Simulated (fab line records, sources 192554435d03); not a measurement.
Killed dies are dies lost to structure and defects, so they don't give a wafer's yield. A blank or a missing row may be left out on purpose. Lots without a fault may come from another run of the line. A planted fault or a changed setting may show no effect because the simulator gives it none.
A struck lot beside a sound one | flow n5_finfet | 16 steps out of a route of 1938
Sound: wafers L165.4, L165.5, L165.6. Struck: wafers L174.4, L174.5. (L174.3 of the same lot was not struck and is left out.) The cause comes at the end.
At each step with rows: each side's tool, then ch and its chambers, then its first start. Under that, the readings that differ: sound wafers | struck wafers | difference of the means | sigmas: that difference in standard deviations of wafers without a fault.
alike: readings whose means differ by less than 2 such deviations, and words and numbers that are the same on both sides. not compared: withheld readings, readings that some wafer has no value for, bounds like >300 that may hide the same value, and numbers for which the record gives no deviation and whose values overlap.
The two part at a step that has a row with sigmas, a row that says differs or no value, or rows on one side only. Numbers that don't overlap but have no deviation are shown without sigmas and don't part them. A reading that every wafer of one side lacks parts them only if that side has two wafers or more.

first, 5 steps without rows for these wafers: N5_BEOL_M0_SAQP_EBR_10; N5_BEOL_M0_SAQP_SOFTBAKE_09 (time 60 s); N5_BEOL_M0_SAQP_EXPOSE_11 (exposes mask M0 CORE, target cd 42 nm); N5_BEOL_M0_SAQP_PEB_12 (peb time 60 s); N5_BEOL_M0_SAQP_DEVELOP_13 (develop time 30 s).
N5_BEOL_M0_SAQP_CD_MEAS_14: target cd 42.5 nm.
  sound on cd_sem-02 ch 0, day 6 21:54; struck on cd_sem-03 ch 0, day 8 20:29
  alike: cd_nm
N5_BEOL_M0_SAQP_OVL_MEAS_15:
  sound on overlay-02 ch 0, day 6 21:56; struck on overlay-01 ch 0, day 8 20:31
  alike: M0_CORE_OVL
N5_BEOL_M0_SAQP_INSPECT_16: inspects for defects (brightfield).
  sound on defect_inspect-02, day 6 21:57; struck on defect_inspect-01, day 8 20:32
  alike: raw_defect_count
N5_BEOL_M0_SAQP_DESCUM_19: chemistry O2, time 7.9 s.
  sound on rie_diel-03 ch 0,2,3, day 6 21:59; struck on rie_diel-02 ch 0,2, day 8 20:34
  alike: drypump_motor_current_A, oes_product_au, rf_vpp_V, showerhead_plenum_p_Torr, throttle_valve_pct
  not compared: rf_hours_counter_h
N5_BEOL_M0_SAQP_ETCH_83: etches SiARC in CF4, target depth 39 nm, time 65 s.
  sound on rie_diel-03 ch 0,2,3, day 6 22:01; struck on rie_diel-02 ch 0,2, day 8 20:36
  alike: drypump_motor_current_A, etch_rf_on_time_s, oes_product_au, rf_vpp_V, showerhead_plenum_p_Torr, throttle_valve_pct
  not compared: rf_hours_counter_h
N5_BEOL_M0_SAQP_ETCH_84: etches SOC in N2/H2, target depth 100 nm, overetch 20 nm, time 150 s.
  sound on rie_diel-03 ch 0,2,3, day 6 22:04; struck on rie_diel-02 ch 0,2, day 8 20:39
  alike: drypump_motor_current_A, oes_product_au, rf_vpp_V, showerhead_plenum_p_Torr, throttle_valve_pct
  not compared: rf_hours_counter_h
then, 1 step without rows for these wafers: N5_BEOL_M0_SAQP_STRIP_80 (strips in N2/H2).
N5_BEOL_M0_SAQP_HM_OPEN_112: chemistry CHF3/O2, target SiO2, stops on a-Si, target depth 12 nm, time 13.5 s.
  sound on rie_diel-03 ch 0,2,3, day 6 22:11; struck on rie_diel-02 ch 0,2, day 8 20:46
  reading                                         | sound       | struck    | difference | sigmas
  model.SiARC_of_BEOL_M0_SAQP_COAT_82.thk_nm (nm) | 4.8 4.6 5.4 | 12.4 12.4 | +7.5       |
  alike: drypump_motor_current_A, oes_product_au, rf_vpp_V, showerhead_plenum_p_Torr, throttle_valve_pct
  not compared: rf_hours_counter_h
then, 1 step without rows for these wafers: N5_BEOL_M0_SAQP_STRIP_113 (strips in CHF3/O2).
-- the record jumps here: 4 days lie between the struck wafers' starts before and after (it left off in module BEOL_M0_SAQP and takes up again in module BEOL_M4, whose first step shown is number 1111 of the route) --
N5_BEOL_M4_RC_MEAS_101:
  sound on prober-01 ch 0, day 9 07:01; struck on prober-02 ch 0, day 12 19:52
  reading       | sound       | struck  | difference | sigmas
  ION_P (uA/um) | 438 443 448 | 461 467 | +21        | +3
  alike: DIBL_N, DIBL_P, IOFF_N, IOFF_P, ION_N, SS_N, SS_P, VT_N, VT_P
then, 1 step without rows for these wafers: N5_PASSIVATION_PROBE_49.

WHERE THEY PART
Only at N5_BEOL_M4_RC_MEAS_101, within this record.

WHY: what the simulator had put in
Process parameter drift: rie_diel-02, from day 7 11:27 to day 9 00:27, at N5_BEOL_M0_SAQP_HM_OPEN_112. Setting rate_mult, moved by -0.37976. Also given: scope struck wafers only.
